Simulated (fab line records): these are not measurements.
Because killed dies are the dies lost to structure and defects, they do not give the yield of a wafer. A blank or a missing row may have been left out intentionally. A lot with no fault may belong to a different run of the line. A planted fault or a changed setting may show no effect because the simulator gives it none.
Struck lot and sound lot, side by side -- flow n5-finfet -- 16 steps out of a route of 1938
Sound: the wafers L205.3, L205.5, L205.6. The struck wafers were L197.3, L197.4, L197.5. The cause is given at the end.
Order at every step that has rows: each side's tool, ch and its chambers, its first start. Under that, the readings that differ: sound wafers -- struck wafers -- difference of the means -- sigmas: that difference in standard deviations of wafers without a fault.
alike: a reading whose means differ by less than 2 such deviations, as well as words and numbers matching on both sides. not compared: withheld readings; readings where some wafer has no value; bounds like >300 that might hide an equal value; numbers whose values overlap and for which the record gives no deviation.
The two part at a step that has a row with sigmas, a row that says differs or no value, or rows on one side only. Numbers that don't overlap but have no deviation are shown without sigmas and don't part them. A reading missing from all wafers of one side parts the sides only when that side holds two or more wafers.

first, 8 steps without rows for these wafers: N5_HKMG_FIN_COAT_41 (time 60 s, resist thk 300 nm); N5_HKMG_FIN_COAT_42 (time 60 s, resist thk 35 nm); N5_HKMG_FIN_COAT_43 (resist thk 90 nm); N5_HKMG_FIN_EBR_45; N5_HKMG_FIN_SOFTBAKE_44 (time 60 s); N5_HKMG_FIN_EXPOSE_46 (exposes mask NDIPOLE); N5_HKMG_FIN_PEB_47 (peb time 60 s); N5_HKMG_FIN_DEVELOP_48 (develop time 30 s).
N5_HKMG_FIN_CD_MEAS_49 targets a cd of 202 nm.
  sound on cd-sem-02 ch 0, day 8 04:23; struck on cd-sem-02 ch 0, day 6 06:34
  alike: cd-nm
N5_HKMG_FIN_OVL_MEAS_50:
  sound on overlay-02 ch 0, day 8 04:25; struck on overlay-02 ch 0, day 6 06:35
  alike: NDIPOLE_OVL
N5_HKMG_FIN_INSPECT_61: inspects for defects (macro).
  sound: defect-inspect-01 at day 8 04:26; struck: defect-inspect-02 at day 6 06:37
  alike: raw-defect-count
N5_HKMG_FIN_DESCUM_53: chemistry O2, time 7.9 s.
  sound on rie-diel-04 ch 2,3, day 8 04:49; struck on rie-diel-01 ch 0,1, day 6 06:38
reading,sound,struck,difference,sigmas
showerhead-plenum-p-Torr (Torr),2.01 2.01 2.03,2.13 2.15 2.15,+0.13,+2
  alike: drypump-motor-current-A, oes-product-au, rf-fwd-power-W, rf-vpp-V, throttle-valve-pct
  not compared: rf-hours-counter-h
N5_HKMG_FIN_ETCH_54: etches SiARC in CF4, target depth 45.5 nm, time 75.8 s.
  sound on rie-diel-04 ch 2,3, day 8 04:51; struck on rie-diel-01 ch 0,1, day 6 06:41
reading,sound,struck,difference,sigmas
cf4-flow-sccm (sccm),100.1 100.4 99.9,129.3 129.7 130.4,+29.7,+99
showerhead-plenum-p-Torr (Torr),2.06 2.06 2.09,2.38 2.39 2.39,+0.32,+6
throttle-valve-pct (%),15.81 15.78 15.32,16.72 16.63 16.64,+1.03,+4
  alike: drypump-motor-current-A, etch-rf-on-time-s, oes-product-au, rf-fwd-power-W, rf-vpp-V
  not compared: rf-hours-counter-h
N5_HKMG_FIN_ETCH_55: etches SOC in N2/H2, target depth 240 nm, time 300 s.
  sound on rie-diel-04 ch 2,3, day 8 04:54; struck on rie-diel-01 ch 0,1, day 6 06:44
reading,sound,struck,difference,sigmas
rf-vpp-V (V),520.8 521.5 522.1,526.5 526.0 524.0,+4.0,+2
  alike: drypump-motor-current-A, oes-product-au, rf-fwd-power-W, showerhead-plenum-p-Torr, throttle-valve-pct
  not compared: rf-hours-counter-h
-- here the record skips 4 days between the struck wafers' starts before and after, leaving off in module HKMG_FIN and picking up in module BEOL_M4 (first step shown: number 1111 of the route) --
N5_BEOL_M4_RC_MEAS_101:
  sound on prober-02 ch 0, day 12 09:44; struck on prober-02 ch 0, day 10 02:32
  alike: DIBL_N, DIBL_P, IOFF_N, IOFF_P, ION_N, ION_P, SS_N, SS_P, VT_N, VT_P
-- here the record skips 5 days between the struck wafers' starts before and after, leaving off in module BEOL_M4 and picking up in module PASSIVATION (first step shown: number 1936 of the route) --
N5_PASSIVATION_PROBE_49:
  record: rows for the struck wafers here (prober-01, day 14 21:02), none for the sound ones

== WHERE THEY PART ==
Last at N5_PASSIVATION_PROBE_49 as far as this record goes, first at N5_HKMG_FIN_DESCUM_53.

WHY: whatever the simulator had introduced
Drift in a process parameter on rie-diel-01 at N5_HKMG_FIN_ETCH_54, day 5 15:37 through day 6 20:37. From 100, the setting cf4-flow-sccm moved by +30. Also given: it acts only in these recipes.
